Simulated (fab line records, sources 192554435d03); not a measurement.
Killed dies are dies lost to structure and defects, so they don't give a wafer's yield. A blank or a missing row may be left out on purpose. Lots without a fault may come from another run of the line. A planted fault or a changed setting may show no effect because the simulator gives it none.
fab line records | flow n5_finfet | part 1 of 2: steps 1 to 21 of 35
record lots=5 wafers=15 last_day=15
route steps=1938 shown SD_EPI_P@296 SD_ACTIVATION@330
lots that met no fault: from a run of the same line without faults
start_h: hours from the record's first day to the start of the lot's first wafer shown | wait_h: hours since the lot's step before | " the same as in the row above | L1.1+2: a row that stands for several wafers | - no value, or no start given | * or withheld: withheld | < > ~ a bound
route shown NAME@n: a module of which the file shows steps, and the number in the route of the first | usual: mean/standard deviation of fault-free wafers | same: alike in all rows | chamber/n: place in a boat | sites: the reading at each site | _std_site: their standard deviation | _edge_site: outer sites' mean less inner sites' | radius_mm: how far each site lies from the wafer's centre | mask NAME#n: copy n | behind: the tool/chamber that last shaped the wafer | hold: why the lot was held/for how many hours/how that ended | device: the transistor (n, p or np) that didn't switch | end of line: the same wafers' tests at the end of the route | a step without rows: its recipe alone | killed: dies lost to structure and defects at the first sort, not the wafer's yield | map: a wafer's dies, x killed, . not, _ none there
set.NAME: the setting as run; set.NAME@STEP: as run at that earlier step | model.NAME: the simulator's own value behind a step, which no gauge read
lots at some steps of the route; a table a step, a row a wafer
services: from which hour (start_h, from the record's first day; less than 0 if before it) a tool's chamber was out of use, for how many hours, and why
## steps
# step N5_SD_EPI_P_COAT_35
# recipe resist=SiARC temp_c=220 time_s=60 spin_rpm=1500 resist_thk_nm=35
# columns lot.wafer tool chamber start_h wait_h
L074.1+2+6 litho_track-05 0 - -
L079.3+4+5 litho_track-02 0 - -
L083.1+4+5 litho_track-02 0 - -
L085.2+3+6 litho_track-01 0 - -
L088.2+3+5 litho_track-01 0 - -
# step N5_SD_EPI_P_COAT_03
# recipe resist=CAR-ArF-block spin_rpm=1500 resist_thk_nm=150
# columns lot.wafer tool chamber start_h wait_h
L074.1+2+6 litho_track-05 0 - -
L079.3+4+5 litho_track-02 0 - -
L083.1+4+5 litho_track-02 0 - -
L085.2+3+6 litho_track-01 0 - -
L088.2+3+5 litho_track-01 0 - -
# step N5_SD_EPI_P_EBR_05
# recipe solvent=PGMEA ebr_width_mm=1.5
# columns lot.wafer tool chamber start_h wait_h
L074.1+2+6 litho_track-05 0 - -
L079.3+4+5 litho_track-02 0 - -
L083.1+4+5 litho_track-02 0 - -
L085.2+3+6 litho_track-01 0 - -
L088.2+3+5 litho_track-01 0 - -
# step N5_SD_EPI_P_SOFTBAKE_04
# recipe temp_c=110 time_s=60 resist=CAR-ArF-block
# columns lot.wafer tool chamber start_h wait_h
L074.1+2+6 litho_track-05 0 - -
L079.3+4+5 litho_track-02 0 - -
L083.1+4+5 litho_track-02 0 - -
L085.2+3+6 litho_track-01 0 - -
L088.2+3+5 litho_track-01 0 - -
# step N5_SD_EPI_P_EXPOSE_06
# recipe mask_id=SD_P_BLK na=1.35 source_shape=conventional sigma_outer=0.8 polarization=unpolarized target_cd_nm=240 dose_mj=39.5
# usual focus_offset_nm=0.0/0.57
# columns lot.wafer tool chamber start_h wait_h mask focus_offset_nm
L074.1 arfi_scanner-01 0 51.74 - SD_P_BLK#0 0.5
L074.2 " 0 " " SD_P_BLK#0 0.2
L074.6 " 0 " " SD_P_BLK#0 -0.5
L079.3 arfi_scanner-02 0 86.37 - SD_P_BLK#0 0.3
L079.4 " 0 " " SD_P_BLK#0 -0.3
L079.5 " 0 " " SD_P_BLK#0 0.2
L083.1 arfi_scanner-02 0 108.24 - SD_P_BLK#0 0.5
L083.4 " 0 " " SD_P_BLK#0 0.3
L083.5 " 0 " " SD_P_BLK#0 0.4
L085.2 arfi_scanner-03 0 121.62 - SD_P_BLK#0 0.9
L085.3 " 0 " " SD_P_BLK#0 0.3
L085.6 " 0 " " SD_P_BLK#0 0.3
L088.2 arfi_scanner-03 0 140.28 - SD_P_BLK#0 0.9
L088.3 " 0 " " SD_P_BLK#0 -0.2
L088.5 " 0 " " SD_P_BLK#0 -0.1
# step N5_SD_EPI_P_PEB_07
# recipe peb_temp_c=110 peb_time_s=60 resist=CAR-ArF-block
# columns lot.wafer tool chamber start_h wait_h
L074.1+2+6 litho_track-01 0 51.79 0.1
L079.3+4+5 litho_track-01 0 86.42 0.0
L083.1+4+5 litho_track-05 0 108.30 0.1
L085.2+3+6 litho_track-02 0 121.67 0.0
L088.2+3+5 litho_track-02 0 140.34 0.0
# step N5_SD_EPI_P_DEVELOP_08
# recipe develop_time_s=30 developer=TMAH resist=CAR-ArF-block dev_temp_c=23 rinse_liquid=diw dry=air_spin
# columns lot.wafer tool chamber start_h wait_h
L074.1+2+6 litho_track-01 0 - -
L079.3+4+5 litho_track-01 0 - -
L083.1+4+5 litho_track-05 0 - -
L085.2+3+6 litho_track-02 0 - -
L088.2+3+5 litho_track-02 0 - -
# step N5_SD_EPI_P_CD_MEAS_09
# recipe target_cd_nm=240 landing_energy_ev=500 detector=se_inlens
# usual cd_nm=239.7/0.72
# columns lot.wafer tool chamber start_h wait_h cd_nm
L074.1 cd_sem-02 0 51.86 - 241.5
L074.2 " 0 " " 240.6
L074.6 " 0 " " 240.4
L079.3 cd_sem-01 0 86.49 - 240.1
L079.4 " 0 " " 238.7
L079.5 " 0 " " 239.7
L083.1 cd_sem-03 0 108.36 - 238.1
L083.4 " 0 " " 238.3
L083.5 " 0 " " 238.4
L085.2 cd_sem-02 0 121.74 - 239.9
L085.3 " 0 " " 239.9
L085.6 " 0 " " 238.6
L088.2 cd_sem-01 0 140.40 - 239.1
L088.3 " 0 " " 240.4
L088.5 " 0 " " 239.8
# step N5_SD_EPI_P_OVL_MEAS_10
# recipe points_per_wafer=44
# usual SD_P_BLK_OVL=0.2/0.72
# columns lot.wafer tool chamber start_h wait_h SD_P_BLK_OVL[nm]
L074.1 overlay-01 0 51.89 0.0 1.1
L074.2 " 0 " " 1.2
L074.6 " 0 " " -0.1
L079.3 overlay-01 0 86.51 0.0 1.0
L079.4 " 0 " " 1.0
L079.5 " 0 " " 0.4
L083.1 overlay-02 0 108.40 0.0 0.5
L083.4 " 0 " " 0.0
L083.5 " 0 " " 1.1
L085.2 overlay-01 0 121.76 0.0 1.0
L085.3 " 0 " " 0.3
L085.6 " 0 " " 0.4
L088.2 overlay-01 0 140.43 0.0 0.8
L088.3 " 0 " " 0.0
L088.5 " 0 " " 0.3
# step N5_SD_EPI_P_INSPECT_11
# recipe mode=adi inspect_instrument=macro
# usual raw_defect_count=1.9/1.4
# columns lot.wafer tool chamber start_h wait_h raw_defect_count
L074.1 defect_inspect-01 - 51.91 0.0 3
L074.2 " - " " 3
L074.6 " - " " 3
L079.3 defect_inspect-02 - 86.54 0.0 0
L079.4 " - " " 1
L079.5 " - " " 1
L083.1 defect_inspect-02 - 108.42 0.0 4
L083.4 " - " " 2
L083.5 " - " " 1
L085.2 defect_inspect-02 - 121.79 0.0 1
L085.3 " - " " 3
L085.6 " - " " 0
L088.2 defect_inspect-01 - 140.46 0.0 1
L088.3 " - " " 2
L088.5 " - " " 0
# step N5_SD_EPI_P_DESCUM_14
# recipe chemistry=O2 time_s=7.9 source_power_w=50 bias_power_w=20 pressure_mtorr=20 rf_frequency_hz=2.712e+07 temp_c=40 resist=CAR-ArF-block o2_flow_sccm=225
# usual drypump_motor_current_A=5.9/0.4 o2_flow_sccm=225.0/0.72 oes_product_au=0.80/0.095 rf_vpp_V=243.6/1.4 showerhead_plenum_p_Torr=2.12/0.08 throttle_valve_pct=20.39/0.24
# columns lot.wafer tool chamber start_h wait_h drypump_motor_current_A o2_flow_sccm oes_product_au rf_hours_counter_h rf_vpp_V showerhead_plenum_p_Torr throttle_valve_pct
L074.1 rie_diel-02 1 51.95 0.0 6.2 224.4 0.77 117 245.6 2.19 20.05
L074.2 " 2 " " 6.2 225.3 0.76 152 240.6 2.00 20.69
L074.6 " 1 " " 6.2 226.0 0.78 - 243.5 2.19 20.05
L079.3 rie_diel-03 0 86.57 0.0 6.6 224.9 0.67 244 242.6 2.06 20.64
L079.4 " 1 " " 5.9 225.1 0.77 130 243.5 2.19 20.60
L079.5 " 1 " " 5.9 224.9 0.76 - 245.7 2.19 20.60
L083.1 rie_diel-03 1 108.46 0.0 5.9 225.0 0.76 139 245.1 2.19 20.62
L083.4 " 1 " " 5.9 225.7 0.76 - 245.4 2.19 20.60
L083.5 " 2 " " 5.3 224.6 0.78 - 242.5 2.02 20.48
L085.2 rie_diel-06 2 121.82 0.0 5.2 223.5 0.91 23 244.0 2.14 20.37
L085.3 " 0 " " 6.0 224.1 0.69 221 241.9 2.07 20.56
L085.6 " 1 " " 6.2 225.7 0.99 - 243.0 2.14 20.06
L088.2 rie_diel-06 0 140.66 0.2 6.0 224.4 0.68 227 242.6 2.07 20.58
L088.3 " 1 " " 6.1 224.7 0.96 10 243.1 2.14 20.07
L088.5 " 2 " " 5.2 225.0 0.90 - 246.1 2.14 20.38
# step N5_SD_EPI_P_ETCH_36
# recipe chemistry=CF4 target=SiARC target_depth_a=455 mask_material=CAR-ArF-block time_s=75.8 ion_energy_ev=80 pressure_mtorr=40 source_w=545 bias_w=36 Ar_flow_sccm=100 cf4_flow_sccm=100 ends=cleared
# usual drypump_motor_current_A=5.9/0.4 etch_rf_on_time_s=75.9/1.3 oes_product_au=0.68/0.081 rf_vpp_V=184.5/1.3 showerhead_plenum_p_Torr=2.17/0.077 throttle_valve_pct=15.57/0.26
# columns lot.wafer tool chamber start_h wait_h drypump_motor_current_A etch_rf_on_time_s oes_product_au rf_hours_counter_h rf_vpp_V showerhead_plenum_p_Torr throttle_valve_pct
L074.1 rie_diel-02 1 51.98 0.0 6.3 76.0 0.66 117 186.9 2.24 15.28
L074.2 " 2 " " 6.2 76.8 0.66 152 182.7 2.06 15.91
L074.6 " 1 " " 6.3 75.8 0.66 - 185.4 2.24 15.29
L079.3 rie_diel-03 0 86.61 0.0 6.6 76.3 0.57 244 184.1 2.11 15.92
L079.4 " 1 " " 5.9 76.3 0.66 130 183.7 2.23 15.76
L079.5 " 1 " " 5.9 76.4 0.65 - 185.0 2.23 15.76
L083.1 rie_diel-03 1 108.49 0.0 5.9 75.9 0.65 139 184.7 2.23 15.78
L083.4 " 1 " " 5.9 76.7 0.65 - 184.7 2.23 15.76
L083.5 " 2 " " 5.3 76.7 0.67 - 183.1 2.07 15.65
L085.2 rie_diel-06 2 121.86 0.0 5.2 76.6 0.78 23 183.3 2.18 15.43
L085.3 " 0 " " 6.0 78.1 0.58 221 182.7 2.11 15.76
L085.6 " 1 " " 6.2 74.8 0.83 - 186.6 2.20 15.23
L088.2 rie_diel-06 0 140.69 0.0 5.9 76.7 0.58 227 184.0 2.11 15.76
L088.3 " 1 " " 6.2 73.3 0.82 10 185.8 2.19 15.26
L088.5 " 2 " " 5.2 76.2 0.77 - 185.8 2.18 15.45
# step N5_SD_EPI_P_ETCH_37
# recipe chemistry=N2/H2 target=SOC overetch_a=1080 mask_material=SiARC temp_c=40 ion_energy_ev=100 source_w=3000 bias_w=133 pressure_mtorr=20 time_s=486 n2_flow_sccm=200 h2_flow_sccm=200 ends=end_point
# usual drypump_motor_current_A=5.9/0.4 n2_flow_sccm=199.9/0.66 oes_product_au=0.72/0.08 rf_vpp_V=241.1/1.4 showerhead_plenum_p_Torr=2.57/0.095 throttle_valve_pct=23.8/0.31
# columns lot.wafer tool chamber start_h wait_h drypump_motor_current_A n2_flow_sccm oes_product_au rf_hours_counter_h rf_vpp_V showerhead_plenum_p_Torr throttle_valve_pct
L074.1 rie_diel-02 1 52.04 0.0 6.2 200.9 0.69 117 241.9 2.67 23.3
L074.2 " 2 " " 6.2 200.5 0.70 152 239.2 2.44 24.2
L074.6 " 1 " " 6.3 200.9 0.69 - 241.8 2.67 23.3
L079.3 rie_diel-03 0 86.66 0.0 6.7 199.4 0.61 245 240.6 2.50 24.1
L079.4 " 1 " " 6.0 199.2 0.70 131 243.1 2.66 24.3
L079.5 " 1 " " 5.9 200.4 0.69 - 242.3 2.66 24.3
L083.1 rie_diel-03 1 108.55 0.0 5.9 199.9 0.68 139 243.1 2.66 24.3
L083.4 " 1 " " 5.9 199.5 0.68 - 242.3 2.66 24.3
L083.5 " 2 " " 5.3 199.7 0.70 - 238.1 2.46 24.2
L085.2 rie_diel-06 2 121.91 0.0 5.2 200.4 0.82 23 242.5 2.58 23.8
L085.3 " 0 " " 6.0 197.2 0.61 221 240.5 2.50 23.9
L085.6 " 1 " " 6.2 200.1 0.87 - 242.7 2.59 23.4
L088.2 rie_diel-06 0 140.75 0.0 5.9 198.6 0.61 228 239.8 2.50 23.9
L088.3 " 1 " " 6.2 200.3 0.84 10 240.2 2.59 23.4
L088.5 " 2 " " 5.2 199.8 0.81 - 241.0 2.58 23.8
# step N5_SD_EPI_P_STRIP_38
# recipe chemistry=N2/H2 temp_c=40 n2_flow_sccm=200 h2_flow_sccm=200 rf_frequency_hz=6e+07
# columns lot.wafer tool chamber start_h wait_h
L074.1+2+6 rie_diel-02 1,2,1 52.35 0.2
L079.3+4+5 rie_diel-03 0,1,1 86.98 0.2
L083.1+4+5 rie_diel-03 1,1,2 108.86 0.2
L085.2+3+6 rie_diel-06 2,0,1 122.23 0.2
L088.2+3+5 rie_diel-06 0,1,2 141.06 0.2
# step N5_SD_EPI_P_ETCHBACK_46
# recipe chemistry=CH3F/O2 mode=anisotropic_etchback target=SiNx target_depth_a=175 stop_on=SiO2 over_etch_frac=0.3 ion_energy_ev=120 pressure_mtorr=30 source_w=395 bias_w=73 Ar_flow_sccm=150 CH3F_flow_sccm=30 O2_flow_sccm=20
# usual drypump_motor_current_A=5.9/0.4 oes_product_au=0.69/0.075 rf_vpp_V=298/3.6 showerhead_plenum_p_Torr=2.03/0.075 throttle_valve_pct=16.31/0.26
# columns lot.wafer tool chamber start_h wait_h drypump_motor_current_A oes_product_au rf_hours_counter_h rf_vpp_V showerhead_plenum_p_Torr throttle_valve_pct
L074.1 rie_diel-02 1 52.36 0.0 6.3 0.66 117 303 2.09 16.00
L074.2 " 2 " " 6.2 0.67 152 296 1.92 16.66
L074.6 " 1 " " 6.3 0.66 - 303 2.09 15.99
L079.3 rie_diel-03 0 86.99 0.0 6.7 0.58 245 302 1.97 16.63
L079.4 " 1 " " 5.9 0.66 131 297 2.09 16.51
L079.5 " 1 " " 5.9 0.65 - 298 2.09 16.51
L083.1 rie_diel-03 1 108.87 0.0 5.9 0.65 140 299 2.09 16.52
L083.4 " 1 " " 5.9 0.65 - 298 2.09 16.53
L083.5 " 2 " " 5.3 0.67 - 298 1.93 16.36
L085.2 rie_diel-06 2 122.24 0.0 5.2 0.78 23 302 2.05 16.25
L085.3 " 0 " " 5.9 0.59 221 292 1.98 16.53
L085.6 " 1 " " 6.1 0.83 - 296 2.05 15.97
L088.2 rie_diel-06 0 141.07 0.0 5.9 0.58 228 293 1.98 16.54
L088.3 " 1 " " 6.1 0.80 10 295 2.05 16.02
L088.5 " 2 " " 5.2 0.77 - 302 2.04 16.22
# step N5_SD_EPI_P_ETCH_47
# recipe chemistry=CH3F/O2 target=SiOCN target_depth_a=250 mask_material=SOC ion_energy_ev=60 bias_w=29 pressure_mtorr=30 source_w=410 Ar_flow_sccm=150 CH3F_flow_sccm=30 O2_flow_sccm=20
# usual drypump_motor_current_A=5.9/0.4 oes_product_au=0.80/0.095 rf_vpp_V=127.6/1.7 showerhead_plenum_p_Torr=2.03/0.075 throttle_valve_pct=16.29/0.26
# columns lot.wafer tool chamber start_h wait_h drypump_motor_current_A oes_product_au rf_hours_counter_h rf_vpp_V showerhead_plenum_p_Torr throttle_valve_pct
L074.1 rie_diel-02 1 52.46 0.1 6.2 0.78 117 130.0 2.09 15.98
L074.2 " 2 " " 6.2 0.76 152 126.5 1.92 16.62
L074.6 " 1 " " 6.2 0.77 - 129.5 2.09 15.98
L079.3 rie_diel-03 0 87.09 0.1 6.7 0.67 245 130.4 1.97 16.59
L079.4 " 1 " " 5.9 0.77 131 127.3 2.09 16.47
L079.5 " 1 " " 5.9 0.76 - 127.9 2.09 16.48
L083.1 rie_diel-03 1 108.97 0.1 5.9 0.76 140 127.4 2.09 16.50
L083.4 " 1 " " 5.9 0.77 - 127.4 2.09 16.50
L083.5 " 2 " " 5.3 0.78 - 126.6 1.93 16.35
L085.2 rie_diel-06 2 122.34 0.1 5.2 0.91 23 128.2 2.05 16.19
L085.3 " 0 " " 6.0 0.68 221 124.5 1.98 16.50
L085.6 " 1 " " 6.1 0.98 - 126.4 2.05 15.97
L088.2 rie_diel-06 0 141.17 0.1 6.0 0.68 228 125.9 1.98 16.52
L088.3 " 1 " " 6.2 0.96 10 126.8 2.05 15.99
L088.5 " 2 " " 5.3 0.91 - 131.0 2.04 16.20
# step N5_SD_EPI_P_ETCH_16
# recipe chemistry=CHF3/O2 target=SiO2 target_depth_a=50 mask_material=SOC pressure_mtorr=30 source_w=650 bias_w=170 Ar_flow_sccm=200 CHF3_flow_sccm=50 O2_flow_sccm=5 ion_energy_ev=200
# usual drypump_motor_current_A=5.9/0.4 oes_product_au=0.80/0.094 rf_vpp_V=525/6.4 showerhead_plenum_p_Torr=2.44/0.086 throttle_valve_pct=18.86/0.25
# columns lot.wafer tool chamber start_h wait_h drypump_motor_current_A oes_product_au rf_hours_counter_h rf_vpp_V showerhead_plenum_p_Torr throttle_valve_pct
L074.1 rie_diel-02 1 52.56 0.1 6.2 0.78 117 532 2.52 18.52
L074.2 " 2 " " 6.2 0.77 152 522 2.32 19.22
L074.6 " 1 " " 6.3 0.79 - 533 2.52 18.53
L079.3 rie_diel-03 0 87.19 0.1 6.7 0.67 245 535 2.38 19.15
L079.4 " 1 " " 6.0 0.76 131 524 2.52 19.06
L079.5 " 1 " " 5.9 0.77 - 525 2.52 19.07
L083.1 rie_diel-03 1 109.07 0.1 5.9 0.77 140 526 2.51 19.09
L083.4 " 1 " " 5.9 0.77 - 525 2.51 19.09
L083.5 " 2 " " 5.3 0.78 - 524 2.33 18.91
L085.2 rie_diel-06 2 122.44 0.1 5.2 0.91 23 534 2.46 18.81
L085.3 " 0 " " 6.0 0.69 221 516 2.38 19.05
L085.6 " 1 " " 6.1 0.98 - 518 2.47 18.56
L088.2 rie_diel-06 0 141.27 0.1 6.0 0.68 228 517 2.38 19.06
L088.3 " 1 " " 6.2 0.95 10 518 2.47 18.58
L088.5 " 2 " " 5.2 0.90 - 533 2.46 18.82
# step N5_SD_EPI_P_STRIP_50
# recipe chemistry=CHF3/O2 resist=SiARC rf_frequency_hz=6e+07
# columns lot.wafer tool chamber start_h wait_h
L074.1+2+6 rie_diel-02 1,2,1 52.60 0.0
L079.3+4+5 rie_diel-03 0,1,1 87.23 0.0
L083.1+4+5 rie_diel-03 1,1,2 109.11 0.0
L085.2+3+6 rie_diel-06 2,0,1 122.48 0.0
L088.2+3+5 rie_diel-06 0,1,2 141.31 0.0
# step N5_SD_EPI_P_SD_RECESS_17
# recipe chemistry=HBr/Cl2/O2 target_depth_a=391 bt_time_s=3 pressure_mtorr=10 icp_w=800 bias_w=112 HBr_flow_sccm=150 Cl2_flow_sccm=80 O2_flow_sccm=12
# usual drypump_motor_current_A=5.7/0.39 oes_product_au=0.991/0.014 throttle_valve_pct=37.05/0.29
# columns lot.wafer tool chamber start_h wait_h drypump_motor_current_A oes_product_au rf_hours_counter_h throttle_valve_pct
L074.1 rie_si-01 3 52.63 0.0 5.9 0.981 196 36.66
L074.2 " 1 " " 5.1 0.984 125 37.14
L074.6 " 0 " " 5.0 0.998 - 37.10
L079.3 rie_si-06 0 87.26 0.0 6.3 1.005 5 37.25
L079.4 " 3 " " 5.4 0.968 86 37.49
L079.5 " 1 " " 5.7 1.006 - 37.26
L083.1 rie_si-06 2 109.14 0.0 5.7 0.971 10 36.56
L083.4 " 3 " " 5.4 0.981 87 37.47
L083.5 " 1 " " 5.7 1.012 - 37.26
L085.2 rie_si-05 0 122.51 0.0 5.6 0.975 15 36.60
L085.3 " 2 " " 5.9 0.968 69 36.95
L085.6 " 0 " " 5.7 0.983 - 36.62
L088.2 rie_si-06 1 141.35 0.0 5.7 1.005 34 37.26
L088.3 " 2 " " 5.7 0.980 11 36.55
L088.5 " 1 " " 5.8 1.004 - 37.27
# step N5_SD_EPI_P_WET_ETCH_45
# recipe chemistry=dHF dilution=withheld time_s=10.7 target=SiO2 target_depth_a=20 temp_c=25 dry=ipa_marangoni rinse_time_s=30 rinse_temp_c=23
# columns lot.wafer tool chamber start_h wait_h
L074.1+2+6 wet_bench-03 3,7,4 52.73 0.1
L079.3+4+5 wet_bench-03 7,4,5 87.35 0.1
L083.1+4+5 wet_bench-05 4,5,0 109.24 0.1
L085.2+3+6 wet_bench-05 6,5,7 122.60 0.1
L088.2+3+5 wet_bench-02 6,3,4 141.44 0.1
# step N5_SD_EPI_P_STRIP_40
# recipe chemistry=N2/H2 power_w=1000 temp_c=250 h2_frac=0.65 overash_fraction=0.3 pressure_mtorr=withheld n2_flow_sccm=1750 h2_flow_sccm=3250
# usual drypump_motor_current_A=6.22/0.29 heater_power_w=319/15 n2_flow_sccm=1750/5.4 oes_product_au=0.761/0.011
# columns lot.wafer tool chamber start_h wait_h drypump_motor_current_A heater_power_w n2_flow_sccm oes_product_au rf_hours_counter_h
L074.1 plasma_asher-02 0 52.78 0.0 6.33 328 1750 0.750 85
L074.2 " 1 " " 6.44 327 1742 0.750 85
L074.6 " 0 " " 6.42 331 1752 0.754 -
L079.3 plasma_asher-01 0 87.42 0.0 5.77 310 1751 0.761 -
L079.4 " 1 " " 5.88 288 1748 0.759 -
L079.5 " 0 " " 5.82 310 1744 0.752 -
L083.1 plasma_asher-02 1 109.29 0.0 6.45 320 1748 0.768 95
L083.4 " 1 " " 6.45 325 1752 0.751 -
L083.5 " 1 " " 6.46 324 1745 0.796 -
L085.2 plasma_asher-02 1 122.65 0.0 6.48 323 1746 0.746 98
L085.3 " 1 " " 6.48 317 1744 0.757 -
L085.6 " 1 " " 6.44 321 1745 0.758 -
L088.2 plasma_asher-01 0 141.49 0.0 5.79 314 1758 0.764 51
L088.3 " 1 " " 5.91 286 1751 0.762 -
L088.5 " 1 " " 5.92 289 1744 0.776 -
